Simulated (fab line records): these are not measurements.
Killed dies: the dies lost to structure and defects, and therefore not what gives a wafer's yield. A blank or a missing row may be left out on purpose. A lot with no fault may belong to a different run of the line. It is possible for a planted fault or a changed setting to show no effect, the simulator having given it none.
Matching of chambers :: flow n5-finfet :: N5_FIN_CUT_STRIP_22 on rie-diel-05: 4 sister chambers
The step strips in N2/H2. 4 wafers are shown with their chamber, then 12 later ones without.

== WAFERS, EACH WITH ITS CHAMBER ==
wafer: L092.4
chamber: 2
drypump-motor-current-A (A): 5.6

wafer: L093.1
chamber: 0
drypump-motor-current-A (A): 5.8

wafer: L093.3
chamber: 1
drypump-motor-current-A (A): 5.8

wafer: L093.4
chamber: 3
drypump-motor-current-A (A): 6.1

== WAFERS WITH NO CHAMBER GIVEN ==
wafer: L094.1
drypump-motor-current-A (A): 6.1

wafer: L094.2
drypump-motor-current-A (A): 5.9

wafer: L094.3
drypump-motor-current-A (A): 5.8

wafer: L094.4
drypump-motor-current-A (A): 5.7

wafer: L094.5
drypump-motor-current-A (A): 5.8

wafer: L094.6
drypump-motor-current-A (A): 6.1

wafer: L096.1
drypump-motor-current-A (A): 5.7

wafer: L096.2
drypump-motor-current-A (A): 6.1

wafer: L096.3
drypump-motor-current-A (A): 5.8

wafer: L097.3
drypump-motor-current-A (A): 5.9

wafer: L097.4
drypump-motor-current-A (A): 5.6

wafer: L097.6
drypump-motor-current-A (A): 6.1

== THE CHAMBER EACH PASSED THROUGH ==
wafer: L094.1
from the rows above: 3
in truth: 3

wafer: L094.2
from the rows above: can't be placed: 0 or 1 or 3
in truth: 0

wafer: L094.3
from the rows above: can't be placed: 0 or 1
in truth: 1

wafer: L094.4
from the rows above: can't be placed: 0 or 1 or 2
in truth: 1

wafer: L094.5
from the rows above: can't be placed: 0 or 1
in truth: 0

wafer: L094.6
from the rows above: 3
in truth: 3

wafer: L096.1
from the rows above: can't be placed: 0 or 1 or 2
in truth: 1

wafer: L096.2
from the rows above: 3
in truth: 3

wafer: L096.3
from the rows above: can't be placed: 0 or 1
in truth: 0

wafer: L097.3
from the rows above: can't be placed: 0 or 1 or 3
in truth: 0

wafer: L097.4
from the rows above: 2
in truth: 2

wafer: L097.6
from the rows above: 3
in truth: 3
Placed correctly: 5 of 12. Unplaceable from these rows: 7, with the true chamber sitting among the candidates in 7. 0 placed wrongly.
How it was worked out, from the rows above alone: a wafer's distance from a chamber is the root of the sum, over the readings, of the square of ((its reading less the chamber's mean) divided by the reading's scatter). If the next closest chamber is less than 2 further off than the closest, the wafer can't be placed; otherwise it belongs to the closest. Each chamber's mean is taken over the wafers shown for it. The scatter: root of mean squared gap, hidden wafer to nearest shown wafer, with one shown wafer a chamber.
